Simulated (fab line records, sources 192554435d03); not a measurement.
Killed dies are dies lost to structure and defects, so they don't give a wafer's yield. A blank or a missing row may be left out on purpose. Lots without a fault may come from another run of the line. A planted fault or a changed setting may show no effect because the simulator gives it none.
A struck lot beside a sound one | flow n5_finfet | 14 steps out of a route of 1938
Sound: wafers L111.1, L111.4, L111.6. Struck: wafer L103.5. (L103.2, L103.4 of the same lot were not struck and are left out.) The cause comes at the end.
At each step with rows: each side's tool, then ch and its chambers, then its first start. Under that, the readings that differ: sound wafers | struck wafers | difference of the means | sigmas: that difference in standard deviations of wafers without a fault.
alike: readings whose means differ by less than 2 such deviations, and words and numbers that are the same on both sides. not compared: withheld readings, readings that some wafer has no value for, bounds like >300 that may hide the same value, and numbers for which the record gives no deviation and whose values overlap.
The two part at a step that has a row with sigmas, a row that says differs or no value, or rows on one side only. Numbers that don't overlap but have no deviation are shown without sigmas and don't part them. A reading that every wafer of one side lacks parts them only if that side has two wafers or more.

first, 7 steps without rows for these wafers: N5_BEOL_M12_COAT_22 (resist thk 300 nm); N5_BEOL_M12_EBR_24; N5_BEOL_M12_SOFTBAKE_23 (time 60 s); N5_BEOL_M12_EXPOSE_25 (exposes mask M12); N5_BEOL_M12_PEB_26 (peb time 90 s); N5_BEOL_M12_DEVELOP_27 (develop time 45 s); N5_BEOL_M12_HARDBAKE_32 (time 120 s).
N5_BEOL_M12_CD_MEAS_28: target cd 160.2 nm.
  sound on cd_sem-02 ch 0, day 13 04:40; struck on cd_sem-01 ch 0, day 11 13:13
  alike: cd_nm
N5_BEOL_M12_OVL_MEAS_29:
  sound on overlay-01 ch 0, day 13 04:42; struck on overlay-01 ch 0, day 11 13:15
  alike: M12_OVL
N5_BEOL_M12_INSPECT_30: inspects for defects (macro).
  sound on defect_inspect-01, day 13 04:43; struck on defect_inspect-02, day 11 13:16
  alike: raw_defect_count
N5_BEOL_M12_DESCUM_33: chemistry O2, time 7.9 s.
  sound on rie_diel-02 ch 0,1,3, day 13 04:55; struck on rie_diel-05 ch 0, day 11 13:23
  alike: drypump_motor_current_A, oes_product_au, rf_vpp_V, showerhead_plenum_p_Torr, throttle_valve_pct
  not compared: rf_hours_counter_h
N5_BEOL_M12_ETCH_67: etches SiARC in CF4, target depth 143 nm, time 238.3 s.
  sound on rie_diel-02 ch 0,1,3, day 13 04:57; struck on rie_diel-05 ch 0, day 11 13:26
  reading      | sound             | struck | difference | sigmas
  rf_vpp_V (V) | 186.6 183.7 184.1 | 181.9  | -2.9       | -3
  alike: drypump_motor_current_A, etch_rf_on_time_s, mfc_ar_sccm, oes_product_au, showerhead_plenum_p_Torr, throttle_valve_pct
  not compared: rf_hours_counter_h
N5_BEOL_M12_ETCH_68: etches SOC in N2/H2, time 285 s.
  sound on rie_diel-02 ch 0,1,3, day 13 05:06; struck on rie_diel-05 ch 0, day 11 13:35
  reading                                     | sound             | struck | difference | sigmas
  run_length_s (s)                            | 307.9 308.4 308.1 | 358.4  | +50.3      | +99 or more
  model.SiARC_of_BEOL_M12_COAT_66.thk_nm (nm) | 85.4 85.6 85      | 81.4   | -3.9       |
  alike: drypump_motor_current_A, oes_product_au, rf_vpp_V, showerhead_plenum_p_Torr, throttle_valve_pct
  not compared: rf_hours_counter_h
then, 1 step without rows for these wafers: N5_BEOL_M12_STRIP_69 (strips in N2/H2).

WHERE THEY PART
First at N5_BEOL_M12_ETCH_67; last, within this record, at N5_BEOL_M12_ETCH_68.

WHY: what the simulator had put in
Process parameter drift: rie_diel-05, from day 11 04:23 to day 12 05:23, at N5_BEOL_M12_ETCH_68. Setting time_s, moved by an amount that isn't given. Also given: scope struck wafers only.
